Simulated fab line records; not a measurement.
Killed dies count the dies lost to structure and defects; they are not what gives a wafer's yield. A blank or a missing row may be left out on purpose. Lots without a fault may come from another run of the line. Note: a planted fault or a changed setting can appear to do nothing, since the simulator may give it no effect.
Which tool did it? | flow n5-finfet | 12 lots with 36 wafers sampled at 3 steps, on a route of 1938 steps

== WHAT THE GAUGES SHOWED, per wafer ==
N5_BEOL_M5_RS_MEAS_57: the measuring method here is four-point-probe. Usual: M5_RS 0.391 ohm/sq, standard deviation 0.012.
lot  | measured     | on            | M5_RS (ohm/sq)    | flag
L102 | day 8 19:52  | film-metro-01 | 0.393 0.392 0.397 |
L101 | day 8 20:01  | film-metro-02 | 0.378 0.382 0.384 |
L104 | day 8 20:41  | film-metro-01 | 0.385 0.385 0.391 |
L103 | day 9 00:38  | film-metro-02 | 0.388 0.380 0.392 |
L106 | day 9 15:57  | film-metro-02 | 0.386 0.387 0.402 |
L108 | day 10 01:19 | film-metro-02 | 0.399 0.409 0.389 |
L109 | day 10 05:35 | film-metro-02 | 0.408 0.405 0.405 |
L115 | day 11 17:22 | film-metro-01 | 0.408 0.389 0.393 |
L118 | day 12 20:01 | film-metro-02 | 0.381 0.392 0.394 |
L119 | day 12 22:52 | film-metro-02 | 0.386 0.406 0.404 |
L120 | day 13 10:42 | film-metro-02 | 0.390 0.381 0.370 |
L124 | day 14 11:24 | film-metro-02 | 0.400 0.410 0.386 |

== WHICH TOOL RAN EACH LOT (tool, then ch and the chambers of the sampled wafers, then the start) ==
lot  | N5_BEOL_M5_ANNEAL_82         | N5_BEOL_M5_CO_CAP_78
L102 | pvd-sputter-02, day 8 15:37  | cvd-co-02 ch 0,1,2, day 8 19:41
L101 | pvd-sputter-03, day 8 15:46  | cvd-co-01 ch 0,1, day 8 19:50
L104 | pvd-sputter-01, day 8 16:17  | cvd-co-02 ch 0,1,2, day 8 20:32
L103 | pvd-sputter-02, day 8 20:23  | cvd-co-02 ch 0,1,2, day 9 00:28
L106 | pvd-sputter-03, day 9 11:07  | cvd-co-01 ch 0,1, day 9 15:44
L108 | pvd-sputter-02, day 9 20:58  | cvd-co-02 ch 1,2, day 10 01:07
L109 | pvd-sputter-03, day 10 01:15 | cvd-co-02 ch 1,2, day 10 05:22
L115 | pvd-sputter-01, day 11 13:07 | cvd-co-02 ch 0,2, day 11 17:11
L118 | pvd-sputter-01, day 12 15:47 | cvd-co-02 ch 0,1, day 12 19:50
L119 | pvd-sputter-03, day 12 18:37 | cvd-co-02 ch 0,2, day 12 22:41
L120 | pvd-sputter-01, day 13 06:28 | cvd-co-02 ch 0,2, day 13 10:31
L124 | pvd-sputter-02, day 14 07:10 | cvd-co-01 ch 0,1,2, day 14 11:14
- N5_BEOL_M5_ANNEAL_82: time 1800 s.
- N5_BEOL_M5_CO_CAP_78: material Co, precursor CCTBA/H2, target thk 2 nm, time 102.1 s.

== WHAT THE TOOLS THEMSELVES READ (means of the sampled wafers that have a number; where no wafer has one, the mark that the record gives instead) ==
N5_BEOL_M5_ANNEAL_82. Usual: 910 W for heater-power-w, sd 83.
lot  | tool           | heater-power-w (W) | flag
L102 | pvd-sputter-02 | 900                |
L101 | pvd-sputter-03 | 886                |
L104 | pvd-sputter-01 | 921                |
L103 | pvd-sputter-02 | 914                |
L106 | pvd-sputter-03 | 903                |
L108 | pvd-sputter-02 | 934                |
L109 | pvd-sputter-03 | 859                |
L115 | pvd-sputter-01 | 919                |
L118 | pvd-sputter-01 | 862                |
L119 | pvd-sputter-03 | 973                |
L120 | pvd-sputter-01 | 862                |
L124 | pvd-sputter-02 | 952                |

N5_BEOL_M5_CO_CAP_78. Usual: heater-power-w 224 W, standard deviation 25; run-length-s 125.4 s, standard deviation 0.59.
lot  | tool      | heater-power-w (W) | run-length-s (s) | flag
L102 | cvd-co-02 | 225                | 125.1            |
L101 | cvd-co-01 | 197                | 125.5            |
L104 | cvd-co-02 | 228                | 125.5            |
L103 | cvd-co-02 | 229                | 125.2            |
L106 | cvd-co-01 | 209                | 125.5            |
L108 | cvd-co-02 | 217                | 125.2            |
L109 | cvd-co-02 | 233                | 124.9            |
L115 | cvd-co-02 | 243                | 125.1            |
L118 | cvd-co-02 | 222                | 109.8            | OFF
L119 | cvd-co-02 | 236                | 109.3            | OFF
L120 | cvd-co-02 | 245                | 116.7            | OFF
L124 | cvd-co-01 | 221                | 126.0            |

== THE ANSWER, worked out from the rows above alone ==
Rule: lot off if the mean of its wafers having a number is beyond 3 standard deviations from the usual mean. Also off: a lot with no number at a reading for which 4 or more lots have one. Where the step has rows for the other lots, those lots are counted as sound. First the gauges in route order, then the tools' own readings, where a lot's mean is used as printed above. The first step at which some lot is off is used, and at that step the reading that is off furthest; a lot without a number counts as furthest.
Off, at N5_BEOL_M5_CO_CAP_78 on run-length-s: L118, L119, L120.
If a tool, at that step or one of the process steps before it, ran each lot that is off and ran no sound lot following the first of them, it fits. One fits: cvd-co-02 at N5_BEOL_M5_CO_CAP_78. Its last sound lot is L115 (day 11 17:11), its first lot that is off L118 (day 12 19:50): a fault that began between those two fits.
The tool's own readings at N5_BEOL_M5_CO_CAP_78 bear it out: on the lots that are off they differ by more than 5 times the standard deviation of the sound lots' means. run-length-s reads 111.9 s there against 125.3 s on the sound lots.

== WHAT HAD BEEN PUT IN BY THE SIMULATOR ==
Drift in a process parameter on cvd-co-02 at N5_BEOL_M5_CO_CAP_78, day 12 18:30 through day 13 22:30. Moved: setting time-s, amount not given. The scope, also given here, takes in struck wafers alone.
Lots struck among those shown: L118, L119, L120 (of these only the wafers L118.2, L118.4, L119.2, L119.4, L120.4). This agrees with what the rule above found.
